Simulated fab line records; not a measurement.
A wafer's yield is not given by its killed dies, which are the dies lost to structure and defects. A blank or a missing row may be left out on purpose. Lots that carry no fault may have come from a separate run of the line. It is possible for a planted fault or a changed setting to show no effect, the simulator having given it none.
Chamber matching / flow n5 finfet / N5_BEOL_M14_CMP_49 on cmp-02 has 4 sister chambers
The step polishes, stops on SiO2, t overpolish 5.2 s, target thk 560 nm. 8 wafers are shown with their chamber, then 8 later ones without.

== WAFERS PAIRED WITH THEIR CHAMBERS ==
wafer=L077.2; chamber=2; motor current A (A)=8.3; barrier field endpoint s (s)=11.32
wafer=L092.1; chamber=3; motor current A (A)=7.1; barrier field endpoint s (s)=11.18
wafer=L092.2; chamber=1; motor current A (A)=8.0; barrier field endpoint s (s)=11.45
wafer=L092.3; chamber=0; motor current A (A)=7.5; barrier field endpoint s (s)=11.33
wafer=L095.2; chamber=3; motor current A (A)=7.3; barrier field endpoint s (s)=11.24
wafer=L095.3; chamber=0; motor current A (A)=7.1; barrier field endpoint s (s)=11.91
wafer=L095.4; chamber=2; motor current A (A)=8.3; barrier field endpoint s (s)=11.67
wafer=L094.2; chamber=1; motor current A (A)=7.8; barrier field endpoint s (s)=11.23

== WAFERS WITHOUT THEIR CHAMBER ==
wafer=L094.4; motor current A (A)=7.1; barrier field endpoint s (s)=11.34
wafer=L094.5; motor current A (A)=8.2; barrier field endpoint s (s)=11.18
wafer=L093.1; motor current A (A)=8.3; barrier field endpoint s (s)=11.32
wafer=L093.4; motor current A (A)=8.2; barrier field endpoint s (s)=11.28
wafer=L093.5; motor current A (A)=8.0; barrier field endpoint s (s)=11.21
wafer=L096.2; motor current A (A)=8.4; barrier field endpoint s (s)=11.35
wafer=L096.3; motor current A (A)=7.6; barrier field endpoint s (s)=11.46
wafer=L096.6; motor current A (A)=7.5; barrier field endpoint s (s)=11.20

== WHICH CHAMBER EACH WENT THROUGH ==
wafer=L094.4; from the rows above=can't be placed: 3 or 0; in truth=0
wafer=L094.5; from the rows above=can't be placed: 2 or 1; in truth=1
wafer=L093.1; from the rows above=can't be placed: 2 or 1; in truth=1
wafer=L093.4; from the rows above=can't be placed: 2 or 1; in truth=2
wafer=L093.5; from the rows above=can't be placed: 1 or 2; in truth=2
wafer=L096.2; from the rows above=2; in truth=2
wafer=L096.3; from the rows above=can't be placed: 1 or 0 or 3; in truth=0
wafer=L096.6; from the rows above=can't be placed: 3 or 0 or 1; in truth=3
Correct placement for 1 of the 8. Can't be placed from these rows: 7 (the true chamber is among the candidates in 7). Number placed wrongly: 0.
How it was worked out, from the rows above alone: a wafer's distance from a chamber is the root of the sum, over the readings, of the square of ((its reading less the chamber's mean) divided by the reading's scatter). If the next closest chamber is less than 2 further off than the closest, the wafer can't be placed; otherwise it belongs to the closest. Each chamber's mean is taken over the wafers shown for it. How the scatter is found: for the shown wafers, subtract from each reading the mean of its chamber, square and add these, divide the total by (wafers less chambers), then take the root.
